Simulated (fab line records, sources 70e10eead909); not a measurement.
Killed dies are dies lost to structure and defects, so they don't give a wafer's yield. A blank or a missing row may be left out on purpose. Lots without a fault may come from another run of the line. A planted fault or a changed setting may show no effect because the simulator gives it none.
Which tool did it? | flow nand_harc | 15 lots, 45 wafers sampled, at 1 step of a route of 1159

WHAT THE GAUGES READ, wafer by wafer
NHARC_P_ZERO_WELL_CD_MEAS_52: target cd 2000 nm.
lot  | measured    | on        | cd_nm (nm)
L191 | day 1 17:51 | cd_sem-01 | 1999.5 2000.7 2000.8
L193 | day 2 05:40 | cd_sem-01 | 2002.2 1997.3 2002.6
L194 | day 2 11:40 | cd_sem-02 | 2002.7 2002.3 1998.9
L195 | day 2 17:45 | cd_sem-03 | 1998.8 2000.3 1998.8
L196 | day 3 02:40 | cd_sem-03 | 1999.0 1999.9 2001.8
L197 | day 3 05:49 | cd_sem-03 | 2001.8 1999.0 2000.0
L200 | day 3 23:46 | cd_sem-01 | 1998.1 2000.2 1997.0
L201 | day 4 05:47 | cd_sem-03 | 1997.8 2000.1 1998.1
L206 | day 5 11:47 | cd_sem-02 | 1999.7 2001.7 2003.8
L207 | day 5 17:50 | cd_sem-02 | 2002.0 2002.5 2000.6
L209 | day 6 05:38 | cd_sem-02 | 2001.2 1996.7 2000.1
L210 | day 6 11:52 | cd_sem-03 | 1998.8 2000.1 2002.9
L211 | day 6 17:55 | cd_sem-03 | 1998.1 1998.2 1997.4
L213 | day 7 05:48 | cd_sem-03 | 2002.1 2002.2 1998.4
L214 | day 7 11:53 | cd_sem-02 | 1996.3 1999.3 1998.7

WHICH TOOL RAN EACH LOT (tool, then ch and the chambers of the sampled wafers, then the start)
The record holds no process step before these readings.

WHAT THE TOOLS THEMSELVES READ (means of the sampled wafers that have a number; where no wafer has one, the mark that the record gives instead)
The record holds no such reading with a usual standard deviation.

THE ANSWER, worked out from the rows above alone
Rule: what is usual is taken from the lots themselves. Put in order of their means at a reading, lots are off if they are a third of the lots or fewer, leave a main group of 4 or more, and stand apart from it by a gap of 3 or more times the standard deviation of the main group's means; of several such gaps the widest counts. A main group whose means are all the same, to the digits that the tables above print for the reading, isn't used. A lot without any number at a reading at which 4 lots or more have one is off too. The other lots that the step has rows for count as sound. The gauges are gone through in route order, then the tools' own readings, and for those a lot's mean is taken as printed above. The first step at which some lot is off is used, and at that step the reading that is off furthest; a lot without a number counts as furthest.
No lot is off at any reading shown: from this, nothing can be told.

WHAT THE SIMULATOR HAD PUT IN
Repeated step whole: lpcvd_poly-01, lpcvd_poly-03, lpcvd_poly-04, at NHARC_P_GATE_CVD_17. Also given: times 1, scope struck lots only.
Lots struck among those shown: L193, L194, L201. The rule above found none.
